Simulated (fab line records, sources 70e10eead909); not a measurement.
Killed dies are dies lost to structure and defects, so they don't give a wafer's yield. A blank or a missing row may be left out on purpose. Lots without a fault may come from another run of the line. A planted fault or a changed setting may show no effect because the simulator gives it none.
fab line records | flow nand_harc
record lots=5 wafers=15 last_day=27
route steps=1159 shown A_ONON_D1@431 A_CHANNEL_HOLE_D1@450
lots that met no fault: from a run of the same line without faults
start_h: hours from the record's first day to the start of the lot's first wafer shown | wait_h: hours since the lot's step before | " the same as in the row above | L1.1+2: a row that stands for several wafers | - no value, or no start given | * or withheld: withheld | < > ~ a bound
route shown NAME@n: a module of which the file shows steps, and the number in the route of the first | usual: mean/standard deviation of fault-free wafers | same: alike in all rows | chamber/n: place in a boat | sites: the reading at each site | _std_site: their standard deviation | _edge_site: outer sites' mean less inner sites' | radius_mm: how far each site lies from the wafer's centre | mask NAME#n: copy n | behind: the tool/chamber that last shaped the wafer | hold: why the lot was held/for how many hours/how that ended | device: the transistor (n, p or np) that didn't switch | end of line: the same wafers' tests at the end of the route | a step without rows: its recipe alone | killed: dies lost to structure and defects at the first sort, not the wafer's yield | map: a wafer's dies, x killed, . not, _ none there
set.NAME: the setting as run; set.NAME@STEP: as run at that earlier step | model.NAME: the simulator's own value behind a step, which no gauge read
lots at some steps of the route; a table a step, a row a wafer
services: from which hour (start_h, from the record's first day; less than 0 if before it) a tool's chamber was out of use, for how many hours, and why
## steps
# step NHARC_A_ONON_D1_THK_MEAS_11
# recipe thk_meas_gauge=ellipsometry
# usual thk_nm=1002/9
# columns lot.wafer tool chamber start_h wait_h thk_nm
L074.2 film_metro-01 - 147.65 - 1001
L074.3 " - " " 1002
L074.4 " - " " 1002
L078.2 film_metro-02 - 180.12 - 1002
L078.3 " - " " 1000
L078.6 " - " " 999
L079.1 film_metro-02 - 186.73 - 999
L079.2 " - " " 1001
L079.3 " - " " 1000
L090.3 film_metro-01 - 259.74 - 986
L090.4 " - " " 988
L090.6 " - " " 987
L096.1 film_metro-01 - 284.06 - 982
L096.3 " - " " 982
L096.4 " - " " 981
# step NHARC_A_ONON_D1_DEP_12
# recipe target_thk_a=10000 n2_flow_sccm=2750 n2o_flow_sccm=2000 nh3_flow_sccm=500 sih4_flow_sccm=210 temp_c=400
# columns lot.wafer tool chamber start_h wait_h
L074.2+3+4 pecvd_onon-04 0 147.77 0.1
L078.2+3+6 pecvd_onon-02 0 180.23 0.1
L079.1+2+3 pecvd_onon-04 0 186.79 0.1
L090.3+4+6 pecvd_onon-04 0 259.91 0.2
L096.1+3+4 pecvd_onon-03 0 284.12 0.1
# step NHARC_A_ONON_D1_THK_MEAS_14
# recipe thk_meas_gauge=ellipsometry
# usual thk_nm=997/8.6
# columns lot.wafer tool chamber start_h wait_h thk_nm
L074.2 film_metro-01 - 148.22 - 997
L074.3 " - " " 997
L074.4 " - " " 997
L078.2 film_metro-01 - 180.68 - 1011
L078.3 " - " " 1009
L078.6 " - " " 1012
L079.1 film_metro-02 - 187.30 - 993
L079.2 " - " " 993
L079.3 " - " " 995
L090.3 film_metro-02 - 260.30 - 994
L090.4 " - " " 996
L090.6 " - " " 996
L096.1 film_metro-01 - 284.63 - 1001
L096.3 " - " " 1001
L096.4 " - " " 1002
# step NHARC_A_ONON_D1_ANNEAL_15
# recipe temp_c=750 time_s=3600
# usual zone_power_bottom_pct=19.3/0.65
# columns lot.wafer tool chamber start_h wait_h zone_power_bottom_pct
L074.2 furnace-05 0 150.88 2.7 19.0
L074.3 " 0 " " 19.3
L074.4 " 0 " " 19.0
L078.2 furnace-05 0 183.41 2.7 19.3
L078.3 " 0 " " 19.3
L078.6 " 0 " " 19.1
L079.1 furnace-05 0 190.42 3.1 19.5
L079.2 " 0 " " 19.0
L079.3 " 0 " " 19.1
L090.3 furnace-05 0 263.00 2.7 19.2
L090.4 " 0 " " 19.0
L090.6 " 0 " " 19.4
L096.1 furnace-05 0 287.34 2.7 18.8
L096.3 " 0 " " 19.2
L096.4 " 0 " " 19.4
# step NHARC_A_ONON_D1_DEP_16
# recipe target_thk_a=10000 n2_flow_sccm=2750 n2o_flow_sccm=2000 nh3_flow_sccm=500 sih4_flow_sccm=210 temp_c=400
# columns lot.wafer tool chamber start_h wait_h
L074.2+3+4 pecvd_onon-04 0 154.82 0.1
L078.2+3+6 pecvd_onon-02 0 187.39 0.1
L079.1+2+3 pecvd_onon-04 0 194.30 0.1
L090.3+4+6 pecvd_onon-02 0 267.00 0.2
L096.1+3+4 pecvd_onon-02 0 291.21 0.1
# step NHARC_A_ONON_D1_THK_MEAS_18
# recipe thk_meas_gauge=ellipsometry
# usual thk_nm=996/9.5
# columns lot.wafer tool chamber start_h wait_h thk_nm
L074.2 film_metro-02 - 155.28 - 1005
L074.3 " - " " 1004
L074.4 " - " " 1005
L078.2 film_metro-02 - 187.85 - 986
L078.3 " - " " 988
L078.6 " - " " 987
L079.1 film_metro-01 - 194.81 - 1004
L079.2 " - " " 1005
L079.3 " - " " 1006
L090.3 film_metro-01 - 267.39 - 996
L090.4 " - " " 993
L090.6 " - " " 995
L096.1 film_metro-01 - 291.72 - 1002
L096.3 " - " " 1001
L096.4 " - " " 1000
# step NHARC_A_ONON_D1_DEP_19
# recipe target_thk_a=10000 n2_flow_sccm=2750 n2o_flow_sccm=2000 nh3_flow_sccm=500 sih4_flow_sccm=210 temp_c=400
# columns lot.wafer tool chamber start_h wait_h
L074.2+3+4 pecvd_onon-02 0 155.39 0.1
L078.2+3+6 pecvd_onon-03 0 187.96 0.1
L079.1+2+3 pecvd_onon-02 0 194.87 0.1
L090.3+4+6 pecvd_onon-03 0 267.56 0.2
L096.1+3+4 pecvd_onon-03 0 291.77 0.1
# step NHARC_A_ONON_D1_THK_MEAS_21
# recipe thk_meas_gauge=ellipsometry
# usual thk_nm=1002/8.8
# columns lot.wafer tool chamber start_h wait_h thk_nm
L074.2 film_metro-02 - 155.84 - 990
L074.3 " - " " 988
L074.4 " - " " 989
L078.2 film_metro-02 - 188.42 - 1011
L078.3 " - " " 1011
L078.6 " - " " 1012
L079.1 film_metro-01 - 195.38 - 994
L079.2 " - " " 994
L079.3 " - " " 992
L090.3 film_metro-01 - 267.96 - 1000
L090.4 " - " " 1000
L090.6 " - " " 1001
L096.1 film_metro-02 - 292.28 - 989
L096.3 " - " " 989
L096.4 " - " " 989
# step NHARC_A_ONON_D1_DEP_22
# recipe target_thk_a=10000 n2_flow_sccm=2750 n2o_flow_sccm=2000 nh3_flow_sccm=500 sih4_flow_sccm=210 temp_c=400
# columns lot.wafer tool chamber start_h wait_h
L074.2+3+4 pecvd_onon-04 0 155.95 0.1
L078.2+3+6 pecvd_onon-04 0 188.54 0.1
L079.1+2+3 pecvd_onon-03 0 195.43 0.1
L090.3+4+6 pecvd_onon-02 0 268.13 0.2
L096.1+3+4 pecvd_onon-04 0 292.34 0.1
# step NHARC_A_ONON_D1_THK_MEAS_24
# recipe thk_meas_gauge=ellipsometry
# usual thk_nm=1000/11
# columns lot.wafer tool chamber start_h wait_h thk_nm
L074.2 film_metro-01 - 156.41 - 993
L074.3 " - " " 990
L074.4 " - " " 989
L078.2 film_metro-02 - 188.99 - 1024
L078.3 " - " " 1026
L078.6 " - " " 1025
L079.1 film_metro-02 - 195.94 - 1000
L079.2 " - " " 1001
L079.3 " - " " 1000
L090.3 film_metro-02 - 268.52 - 999
L090.4 " - " " 1000
L090.6 " - " " 999
L096.1 film_metro-02 - 292.85 - 991
L096.3 " - " " 990
L096.4 " - " " 989
# step NHARC_A_ONON_D1_DEP_25
# recipe target_thk_a=10000 n2_flow_sccm=2750 n2o_flow_sccm=2000 nh3_flow_sccm=500 sih4_flow_sccm=210 temp_c=400
# columns lot.wafer tool chamber start_h wait_h
L074.2+3+4 pecvd_onon-02 0 156.52 0.1
L078.2+3+6 pecvd_onon-02 0 189.11 0.1
L079.1+2+3 pecvd_onon-04 0 196.00 0.1
L090.3+4+6 pecvd_onon-04 0 268.70 0.2
L096.1+3+4 pecvd_onon-04 0 292.90 0.1
# step NHARC_A_ONON_D1_THK_MEAS_27
# recipe thk_meas_gauge=ellipsometry
# usual thk_nm=999/11
# columns lot.wafer tool chamber start_h wait_h thk_nm
L074.2 film_metro-02 - 156.98 - 1002
L074.3 " - " " 1005
L074.4 " - " " 1003
L078.2 film_metro-02 - 189.56 - 1005
L078.3 " - " " 1006
L078.6 " - " " 1005
L079.1 film_metro-02 - 196.51 - 1007
L079.2 " - " " 1007
L079.3 " - " " 1008
L090.3 film_metro-01 - 269.10 - 1005
L090.4 " - " " 1004
L090.6 " - " " 1006
L096.1 film_metro-02 - 293.41 - 1007
L096.3 " - " " 1005
L096.4 " - " " 1007
# step NHARC_A_ONON_D1_DEP_28
# recipe target_thk_a=10000 n2_flow_sccm=2750 n2o_flow_sccm=2000 nh3_flow_sccm=500 sih4_flow_sccm=210 temp_c=400
# columns lot.wafer tool chamber start_h wait_h
L074.2+3+4 pecvd_onon-04 0 157.09 0.1
L078.2+3+6 pecvd_onon-03 0 189.67 0.1
L079.1+2+3 pecvd_onon-02 0 196.57 0.1
L090.3+4+6 pecvd_onon-03 0 269.27 0.2
L096.1+3+4 pecvd_onon-04 0 293.47 0.1
# step NHARC_A_ONON_D1_THK_MEAS_30
# recipe thk_meas_gauge=ellipsometry
# usual thk_nm=999/9.5
# columns lot.wafer tool chamber start_h wait_h thk_nm
L074.2 film_metro-01 - 157.55 - 995
L074.3 " - " " 996
L074.4 " - " " 995
L078.2 film_metro-02 - 190.12 - 996
L078.3 " - " " 994
L078.6 " - " " 994
L079.1 film_metro-01 - 197.08 - 1006
L079.2 " - " " 1006
L079.3 " - " " 1009
L090.3 film_metro-01 - 269.68 - 1001
L090.4 " - " " 1001
L090.6 " - " " 1002
L096.1 film_metro-02 - 293.98 - 997
L096.3 " - " " 997
L096.4 " - " " 997
# step NHARC_A_ONON_D1_DEP_33
# recipe target_thk_a=2000 temp_c=400 pressure_torr=6.5 rf_w=900 teos_flow_sccm=161.4 flow_sccm=2650 target_thk_nm=200 gas=O2 material=SiO2
# usual heater_power_w=563/56 throttle_valve_pct=16.3/0.46
# columns lot.wafer tool chamber start_h wait_h heater_power_w throttle_valve_pct
L074.2 pecvd-04 2 157.60 0.1 465 16.7
L074.3 " 0 " " 535 15.6
L074.4 " 2 " " 477 16.6
L078.2 pecvd-02 2 190.18 0.1 580 16.0
L078.3 " 1 " " 474 17.0
L078.6 " 0 " " 631 16.8
L079.1 pecvd-02 1 197.14 0.1 518 16.9
L079.2 " 2 " " 490 16.0
L079.3 " 0 " " 651 16.8
L090.3 pecvd-04 0 269.83 0.1 584 16.5
L090.4 " 1 " " 525 16.1
L090.6 " 2 " " 584 16.1
L096.3 pecvd-02 0 294.04 0.1 540 17.0
L096.1 " 2 " " 605 16.2
L096.4 " 1 " " 616 17.1
# step NHARC_A_ONON_D1_THK_MEAS_34
# recipe thk_meas_gauge=ellipsometry
# usual thk_nm=200.4/2.7
# columns lot.wafer tool chamber start_h wait_h thk_nm
L074.2 film_metro-02 - 158.01 - 201.1
L074.3 " - " " 195.7
L074.4 " - " " 201.6
L078.2 film_metro-01 - 190.61 - 199.1
L078.3 " - " " 199.8
L078.6 " - " " 202.8
L079.1 film_metro-01 - 197.56 - 200.1
L079.2 " - " " 202.6
L079.3 " - " " 201.2
L090.3 film_metro-02 - 270.16 - 197.7
L090.4 " - " " 196.9
L090.6 " - " " 201.2
L096.1 film_metro-01 - 294.45 - 196.7
L096.3 " - " " 198.0
L096.4 " - " " 200.9
# step NHARC_A_ONON_D1_INSPECT_32
# usual raw_defect_count=68/22
# columns lot.wafer tool chamber start_h wait_h raw_defect_count
L074.2 defect_inspect-01 - 158.10 0.0 113
L074.3 " - " " 64
L074.4 " - " " 144
L078.2 defect_inspect-02 - 190.68 0.0 40
L078.3 " - " " 67
L078.6 " - " " 45
L079.1 defect_inspect-02 - 197.62 0.0 70
L079.2 " - " " 46
L079.3 " - " " 64
L090.3 defect_inspect-02 - 270.24 0.0 126
L090.4 " - " " 63
L090.6 " - " " 82
L096.1 defect_inspect-01 - 294.53 0.0 62
L096.3 " - " " 75
L096.4 " - " " 54
# step NHARC_A_CHANNEL_HOLE_D1_DEP_00
# recipe target_thk_a=31000 temp_c=400 material=aC
# usual throttle_valve_pct=35.001/0.009
# columns lot.wafer tool chamber start_h wait_h throttle_valve_pct
L074.2 acl_dep-01 0 158.48 0.4 34.987
L074.3 " 0 " " 34.998
L074.4 " 0 " " 34.992
L078.2 acl_dep-02 0 191.54 0.9 35.000
L078.3 " 0 " " 34.989
L078.6 " 0 " " 35.013
L079.1 acl_dep-03 0 197.71 0.1 35.016
L079.2 " 0 " " 35.001
L079.3 " 0 " " 35.002
L090.3 acl_dep-03 0 270.94 0.7 34.987
L090.4 " 0 " " 34.998
L090.6 " 0 " " 34.994
L096.1 acl_dep-02 0 295.35 0.8 34.998
L096.3 " 0 " " 35.010
L096.4 " 0 " " 35.012
# step NHARC_A_CHANNEL_HOLE_D1_DEP_01
# recipe target_thk_a=1400 target_thk_nm=140 temp_c=400 pressure_torr=3.5 flow_sccm=200 rf_w=350 material=SiON
# usual heater_power_w=724/78
# columns lot.wafer tool chamber start_h wait_h heater_power_w
L074.3 pecvd-03 1 160.09 1.0 718
L074.2 " 2 " " 847
L074.4 " 1 " " 735
L078.2 pecvd-04 0 193.13 1.3 737
L078.3 " 2 " " 666
L078.6 " 2 " " 661
L079.3 pecvd-02 1 199.79 1.1 808
L079.1 " 2 " " 621
L079.2 " 0 " " 822
L090.3 pecvd-04 1 272.23 1.0 596
L090.4 " 2 " " 762
L090.6 " 0 " " 709
L096.3 pecvd-04 2 297.48 1.2 756
L096.1 " 1 " " 725
L096.4 " 2 " " 771
# step NHARC_A_CHANNEL_HOLE_D1_DEHYDRATE_02
# recipe temp_c=150 time_s=120
# usual plate_temp_C=149.98/0.11
# columns lot.wafer tool chamber start_h wait_h plate_temp_C
L074.2 litho_track-06 0 160.34 0.2 149.86
L074.3 " 0 " " 149.93
L074.4 " 0 " " 150.18
L078.2 litho_track-06 0 193.43 0.3 150.06
L078.3 " 0 " " 149.87
L078.6 " 0 " " 149.90
L079.1 litho_track-04 0 200.06 0.2 150.15
L079.2 " 0 " " 150.08
L079.3 " 0 " " 150.14
L090.3 litho_track-04 0 272.50 0.2 149.78
L090.4 " 0 " " 149.56
L090.6 " 0 " " 149.91
L096.1 litho_track-04 0 297.76 0.2 149.97
L096.3 " 0 " " 150.07
L096.4 " 0 " " 149.97
# step NHARC_A_CHANNEL_HOLE_D1_HMDS_03
# recipe time_s=30
# columns lot.wafer tool chamber start_h wait_h
L074.2+3+4 litho_track-06 0 - -
L078.2+3+6 litho_track-06 0 - -
L079.1+2+3 litho_track-04 0 - -
L090.3+4+6 litho_track-04 0 - -
L096.1+3+4 litho_track-04 0 - -
# step NHARC_A_CHANNEL_HOLE_D1_COAT_36
# recipe temp_c=260 time_s=75
# usual plate_temp_C=259.97/0.17
# columns lot.wafer tool chamber start_h wait_h plate_temp_C
L074.2 litho_track-06 0 - - 259.91
L074.3 " 0 " " 259.79
L074.4 " 0 " " 259.76
L078.2 litho_track-06 0 - - 259.91
L078.3 " 0 " " 260.15
L078.6 " 0 " " 260.00
L079.1 litho_track-04 0 - - 260.03
L079.2 " 0 " " 260.22
L079.3 " 0 " " 259.93
L090.3 litho_track-04 0 - - 259.95
L090.4 " 0 " " 259.90
L090.6 " 0 " " 259.55
L096.1 litho_track-04 0 - - 259.99
L096.3 " 0 " " 259.78
L096.4 " 0 " " 259.69
# step NHARC_A_CHANNEL_HOLE_D1_COAT_37
# recipe temp_c=225 time_s=65
# usual plate_temp_C=225.01/0.16
# columns lot.wafer tool chamber start_h wait_h plate_temp_C
L074.2 litho_track-06 0 - - 224.74
L074.3 " 0 " " 225.03
L074.4 " 0 " " 224.87
L078.2 litho_track-06 0 - - 225.10
L078.3 " 0 " " 224.95
L078.6 " 0 " " 224.90
L079.1 litho_track-04 0 - - 225.19
L079.2 " 0 " " 224.94
L079.3 " 0 " " 225.08
L090.3 litho_track-04 0 - - 224.80
L090.4 " 0 " " 225.11
L090.6 " 0 " " 224.90
L096.1 litho_track-04 0 - - 225.36
L096.3 " 0 " " 225.35
L096.4 " 0 " " 225.26
# step NHARC_A_CHANNEL_HOLE_D1_COAT_04
# recipe spin_rpm=1500 resist_thk_nm=90
# columns lot.wafer tool chamber start_h wait_h
L074.2+3+4 litho_track-06 0 - -
L078.2+3+6 litho_track-06 0 - -
L079.1+2+3 litho_track-04 0 - -
L090.3+4+6 litho_track-04 0 - -
L096.1+3+4 litho_track-04 0 - -
# step NHARC_A_CHANNEL_HOLE_D1_SOFTBAKE_05
# recipe temp_c=105 time_s=55
# usual plate_temp_C=104.99/0.13
# columns lot.wafer tool chamber start_h wait_h plate_temp_C
L074.2 litho_track-06 0 - - 104.85
L074.3 " 0 " " 104.86
L074.4 " 0 " " 104.96
L078.2 litho_track-06 0 - - 105.02
L078.3 " 0 " " 104.88
L078.6 " 0 " " 104.80
L079.1 litho_track-04 0 - - 105.07
L079.2 " 0 " " 104.93
L079.3 " 0 " " 105.13
L090.3 litho_track-04 0 - - 104.93
L090.4 " 0 " " 105.13
L090.6 " 0 " " 105.05
L096.1 litho_track-04 0 - - 105.10
L096.3 " 0 " " 105.01
L096.4 " 0 " " 105.12
# step NHARC_A_CHANNEL_HOLE_D1_EBR_06
# columns lot.wafer tool chamber start_h wait_h
L074.2+3+4 litho_track-06 0 - -
L078.2+3+6 litho_track-06 0 - -
L079.1+2+3 litho_track-04 0 - -
L090.3+4+6 litho_track-04 0 - -
L096.1+3+4 litho_track-04 0 - -
# step NHARC_A_CHANNEL_HOLE_D1_EXPOSE_07
# recipe na=1.35 target_cd_nm=100 sigma_outer=0.3 dose_mj=59.65 mask_id=HOLE_D1
# usual exposure_dose_mJ_cm2=59.60/0.063
# columns lot.wafer tool chamber start_h wait_h mask exposure_dose_mJ_cm2
L074.2 arfi_scanner-02 0 160.53 - HOLE_D1#0 59.64
L074.3 " 0 " " HOLE_D1#0 59.70
L074.4 " 0 " " HOLE_D1#0 59.67
L078.2 arfi_scanner-03 0 193.74 - HOLE_D1#0 59.64
L078.3 " 0 " " HOLE_D1#0 59.60
L078.6 " 0 " " HOLE_D1#0 59.64
L079.1 arfi_scanner-01 0 200.37 - HOLE_D1#0 59.63
L079.2 " 0 " " HOLE_D1#0 59.66
L079.3 " 0 " " HOLE_D1#0 59.54
L090.3 arfi_scanner-02 0 272.93 - HOLE_D1#0 59.74
L090.4 " 0 " " HOLE_D1#0 59.60
L090.6 " 0 " " HOLE_D1#0 59.66
L096.1 arfi_scanner-02 0 298.07 - HOLE_D1#0 59.64
L096.3 " 0 " " HOLE_D1#0 59.55
L096.4 " 0 " " HOLE_D1#0 59.56
# step NHARC_A_CHANNEL_HOLE_D1_PEB_08
# recipe peb_temp_c=100 peb_time_s=65
# usual plate_temp_C=100.01/0.12
# columns lot.wafer tool chamber start_h wait_h plate_temp_C
L074.2 litho_track-04 0 160.58 0.1 99.93
L074.3 " 0 " " 100.04
L074.4 " 0 " " 100.01
L078.2 litho_track-04 0 193.80 0.1 100.11
L078.3 " 0 " " 100.13
L078.6 " 0 " " 100.08
L079.1 litho_track-04 0 200.43 0.1 99.85
L079.2 " 0 " " 99.76
L079.3 " 0 " " 100.01
L090.3 litho_track-06 0 272.99 0.1 100.07
L090.4 " 0 " " 99.86
L090.6 " 0 " " 99.94
L096.1 litho_track-01 0 298.13 0.1 100.03
L096.3 " 0 " " 100.19
L096.4 " 0 " " 100.07
# step NHARC_A_CHANNEL_HOLE_D1_DEVELOP_09
# recipe develop_time_s=35 dev_temp_c=23
# columns lot.wafer tool chamber start_h wait_h
L074.2+3+4 litho_track-04 0 - -
L078.2+3+6 litho_track-04 0 - -
L079.1+2+3 litho_track-04 0 - -
L090.3+4+6 litho_track-06 0 - -
L096.1+3+4 litho_track-01 0 - -
# step NHARC_A_CHANNEL_HOLE_D1_CD_MEAS_10
# recipe target_cd_nm=100 landing_energy_ev=500
# usual cd_nm=99.9/0.45
# columns lot.wafer tool chamber start_h wait_h cd_nm
L074.2 cd_sem-02 0 160.67 - 99.6
L074.3 " 0 " " 100.2
L074.4 " 0 " " 100.3
L078.2 cd_sem-02 0 193.88 - 99.3
L078.3 " 0 " " 99.5
L078.6 " 0 " " 99.1
L079.1 cd_sem-01 0 200.51 - 99.4
L079.2 " 0 " " 99.9
L079.3 " 0 " " 99.5
L090.3 cd_sem-01 0 273.07 - 100.4
L090.4 " 0 " " 100.3
L090.6 " 0 " " 100.5
L096.1 cd_sem-02 0 298.22 - 100.2
L096.3 " 0 " " 99.6
L096.4 " 0 " " 100.7
# step NHARC_A_CHANNEL_HOLE_D1_OVL_MEAS_11
# usual overlay_x_nm=-0.2/0.97 overlay_y_nm=0.0/0.81
# columns lot.wafer tool chamber start_h wait_h overlay_x_nm overlay_y_nm
L074.2 overlay-02 - 160.75 - -1.4 0.1
L074.3 " - " " -1.8 -0.3
L074.4 " - " " -1.2 -0.5
L078.2 overlay-01 - 193.98 - -0.3 0.9
L078.3 " - " " -1.1 0.4
L078.6 " - " " -1.0 1.3
L079.1 overlay-02 - 200.61 - 0.5 -0.6
L079.2 " - " " -0.2 -0.6
L079.3 " - " " 0.4 -0.8
L090.3 overlay-02 - 273.16 - -0.1 -0.9
L090.4 " - " " -0.1 -0.9
L090.6 " - " " 0.0 -0.8
L096.1 overlay-01 - 298.32 - -1.3 -0.4
L096.3 " - " " -1.3 -0.5
L096.4 " - " " -1.4 -0.6
# step NHARC_A_CHANNEL_HOLE_D1_INSPECT_12
# usual raw_defect_count=5.1/2.6
# columns lot.wafer tool chamber start_h wait_h raw_defect_count
L074.2 defect_inspect-01 - 160.79 0.0 5
L074.3 " - " " 5
L074.4 " - " " 7
L078.2 defect_inspect-01 - 194.02 0.0 5
L078.3 " - " " 6
L078.6 " - " " 3
L079.1 defect_inspect-02 - 200.65 0.0 12
L079.2 " - " " 7
L079.3 " - " " 6
L090.3 defect_inspect-01 - 273.19 0.0 4
L090.4 " - " " 5
L090.6 " - " " 6
L096.1 defect_inspect-02 - 298.36 0.0 2
L096.3 " - " " 5
L096.4 " - " " 5
# step NHARC_A_CHANNEL_HOLE_D1_DESCUM_15
# recipe time_s=3 o2_flow_sccm=200 ar_flow_sccm=0 bias_power_w=0 chemistry=O2
# usual drypump_motor_current_A=5.7/0.48 oes_product_au=1.003/0.0076 rf_vpp_V=57.9/0.82 showerhead_plenum_p_Torr=1.91/0.074 throttle_valve_pct=11.313/0.0089
# same bias_power_w=0
# columns lot.wafer tool chamber start_h wait_h drypump_motor_current_A oes_product_au rf_hours_counter_h rf_vpp_V showerhead_plenum_p_Torr throttle_valve_pct
L074.3 rie_diel-12 1 160.85 0.1 5.7 1.001 7 57.6 1.81 11.301
L074.4 " 2 " " 5.4 0.992 7 57.1 2.03 11.306
L074.2 " 3 " " 5.1 0.998 6 57.3 1.87 11.303
L078.2 rie_diel-12 2 194.08 0.1 5.4 0.988 9 58.6 2.03 11.328
L078.3 " 3 " " 5.1 1.009 9 58.6 1.87 11.309
L078.6 " 3 " " 5.1 1.005 - 58.3 1.87 11.306
L079.2 rie_diel-10 3 200.71 0.1 6.6 0.993 2 58.3 1.84 11.312
L079.1 " 0 " " 6.1 0.997 1 58.4 2.00 11.313
L079.3 " 2 " " 6.4 0.998 1 58.8 1.87 11.317
L090.3 rie_diel-01 2 273.26 0.1 5.7 1.010 9 56.5 1.96 11.306
L090.4 " 0 " " 6.3 0.999 11 58.1 1.91 11.321
L090.6 " 2 " " 5.6 1.002 - 57.4 1.96 11.307
L096.1 rie_diel-01 2 298.42 0.1 5.7 1.007 12 58.1 1.96 11.320
L096.3 " 3 " " 5.5 1.003 10 57.3 1.98 11.317
L096.4 " 1 " " 5.2 1.003 13 57.7 1.79 11.319
# step NHARC_A_CHANNEL_HOLE_D1_ETCH_38
# recipe target_depth_a=390 over_etch_frac=0.3 time_s=65 ion_energy_ev=80 cf4_flow_sccm=150 ar_flow_sccm=0 rf_w=300 bias_w=100 chemistry=CF4
# usual drypump_motor_current_A=5.7/0.47 oes_product_au=1.003/0.0076 rf_vpp_V=151.2/1.2 showerhead_plenum_p_Torr=1.76/0.063 throttle_valve_pct=13.285/0.0089
# columns lot.wafer tool chamber start_h wait_h drypump_motor_current_A oes_product_au rf_hours_counter_h rf_vpp_V showerhead_plenum_p_Torr throttle_valve_pct
L074.4 rie_diel-12 1 160.93 0.1 5.7 1.000 7 151.2 1.68 13.281
L074.3 " 2 " " 5.4 0.993 7 152.5 1.87 13.292
L074.2 " 3 " " 5.1 1.005 6 150.5 1.74 13.284
L078.2 rie_diel-12 1 194.18 0.1 5.7 0.994 9 150.5 1.68 13.291
L078.3 " 2 " " 5.4 0.992 9 152.4 1.87 13.274
L078.6 " 3 " " 5.1 1.009 - 151.1 1.74 13.269
L079.1 rie_diel-10 3 200.79 0.1 6.5 0.996 2 150.2 1.71 13.290
L079.3 " 1 " " 5.3 1.001 1 152.0 1.78 13.302
L079.2 " 2 " " 6.4 0.997 1 150.2 1.73 13.277
L090.3 rie_diel-01 3 273.34 0.1 5.5 1.015 7 152.7 1.82 13.278
L090.4 " 0 " " 6.3 1.006 11 151.5 1.77 13.285
L090.6 " 3 " " 5.5 1.007 - 151.8 1.82 13.285
L096.4 rie_diel-01 1 298.50 0.1 5.2 0.998 13 149.2 1.66 13.282
L096.3 " 3 " " 5.6 1.009 10 152.3 1.82 13.287
L096.1 " 0 " " 6.3 1.002 14 152.6 1.77 13.294
# step NHARC_A_CHANNEL_HOLE_D1_ETCH_39
# recipe target_depth_a=2600 over_etch_frac=0.3 time_s=325 ion_energy_ev=200 n2_flow_sccm=150 h2_flow_sccm=150 ar_flow_sccm=0 rf_w=400 bias_w=150 chemistry=N2/H2
# usual drypump_motor_current_A=5.7/0.47 oes_product_au=1.002/0.0086 rf_vpp_V=430.5/2.3 showerhead_plenum_p_Torr=2.04/0.079 throttle_valve_pct=14.171/0.0087
# columns lot.wafer tool chamber start_h wait_h drypump_motor_current_A oes_product_au rf_hours_counter_h rf_vpp_V showerhead_plenum_p_Torr throttle_valve_pct
L074.2 rie_diel-12 1 - - 5.7 1.004 7 427.8 1.93 14.173
L074.3 " 2 " " 5.4 0.998 7 433.8 2.16 14.170
L074.4 " 0 " " 5.3 1.009 7 431.5 2.07 14.184
L078.3 rie_diel-12 1 - - 5.7 0.996 9 426.8 1.93 14.166
L078.2 " 2 " " 5.4 0.979 9 433.5 2.16 14.169
L078.6 " 2 " " 5.4 0.986 - 433.7 2.16 14.168
L079.3 rie_diel-10 3 - - 6.5 1.006 2 429.8 1.96 14.162
L079.2 " 0 " " 6.1 1.003 2 432.4 2.13 14.171
L079.1 " 2 " " 6.4 0.998 2 428.6 1.99 14.165
L090.3 rie_diel-01 0 - - 6.4 1.004 11 430.5 2.04 14.170
L090.4 " 1 " " 5.2 1.011 11 427.5 1.91 14.177
L090.6 " 2 " " 5.7 1.008 - 432.7 2.09 14.164
L096.3 rie_diel-01 2 - - 5.6 1.010 12 431.8 2.09 14.161
L096.4 " 0 " " 6.3 1.013 14 429.1 2.04 14.172
L096.1 " 1 " " 5.2 1.004 14 426.6 1.91 14.165
# step NHARC_A_CHANNEL_HOLE_D1_ETCH_34
# recipe target_depth_a=1540 time_s=77 cf4_flow_sccm=100 chf3_flow_sccm=30 ar_flow_sccm=0 rf_w=500 bias_w=200 chemistry=CF4/CHF3
# usual drypump_motor_current_A=5.7/0.46 oes_product_au=0.950/0.024 rf_vpp_V=370.5/2 showerhead_plenum_p_Torr=1.57/0.057 throttle_valve_pct=16.802/0.0093
# columns lot.wafer tool chamber start_h wait_h drypump_motor_current_A oes_product_au rf_hours_counter_h rf_vpp_V showerhead_plenum_p_Torr throttle_valve_pct
L074.3 rie_diel-12 1 - - 5.7 0.922 7 368.3 1.50 16.796
L074.4 " 2 " " 5.4 0.926 7 372.2 1.66 16.806
L074.2 " 3 " " 5.1 0.921 7 368.1 1.54 16.799
L078.3 rie_diel-12 2 - - 5.4 0.915 9 374.4 1.66 16.794
L078.2 " 3 " " 5.1 0.929 9 369.1 1.54 16.794
L078.6 " 1 " " 5.7 0.913 - 367.8 1.50 16.805
L079.3 rie_diel-10 1 - - 5.3 0.979 1 372.3 1.58 16.817
L079.1 " 2 " " 6.4 0.967 2 369.8 1.54 16.780
L079.2 " 3 " " 6.6 0.966 2 370.0 1.52 16.802
L090.3 rie_diel-01 2 - - 5.7 0.926 9 371.6 1.61 16.795
L090.4 " 3 " " 5.5 0.965 8 372.5 1.62 16.795
L090.6 " 2 " " 5.7 0.921 - 373.2 1.61 16.785
L096.3 rie_diel-01 2 - - 5.7 0.928 12 371.2 1.61 16.799
L096.1 " 0 " " 6.3 0.939 14 372.5 1.57 16.799
L096.4 " 1 " " 5.2 0.922 14 367.8 1.48 16.791
## services
# columns tool chamber start_h hours kind
rie_diel-01 - 125.82 0.7 repair
rie_diel-01 - 137.80 9.0 pm
pecvd-02 - 153.00 13.0 pm
pecvd_onon-03 - 153.00 13.0 pm
rie_diel-10 1 159.47 15.9 repair
rie_diel-10 - 167.33 1.5 repair
acl_dep-02 - 168.16 13.0 pm
rie_diel-12 1 175.73 6.7 repair
rie_diel-10 - 176.50 9.0 pm
pecvd-02 - 188.01 1.8 repair
pecvd-04 - 195.00 13.0 pm
arfi_scanner-02 - 198.14 0.8 repair
rie_diel-01 3 200.75 34.3 repair
rie_diel-01 2 202.18 19.0 repair
rie_diel-12 - 202.40 9.0 pm
pecvd-02 - 204.43 2.0 repair
acl_dep-03 - 223.87 13.0 pm
pecvd_onon-04 - 237.00 13.0 pm
rie_diel-12 - 254.35 0.8 repair
arfi_scanner-02 - 256.00 4.0 pm
litho_track-01 - 268.00 7.0 pm
pecvd-04 0 274.09 13.4 repair
litho_track-06 - 292.00 7.0 pm
pecvd_onon-02 - 292.13 13.0 pm
## key
fault none
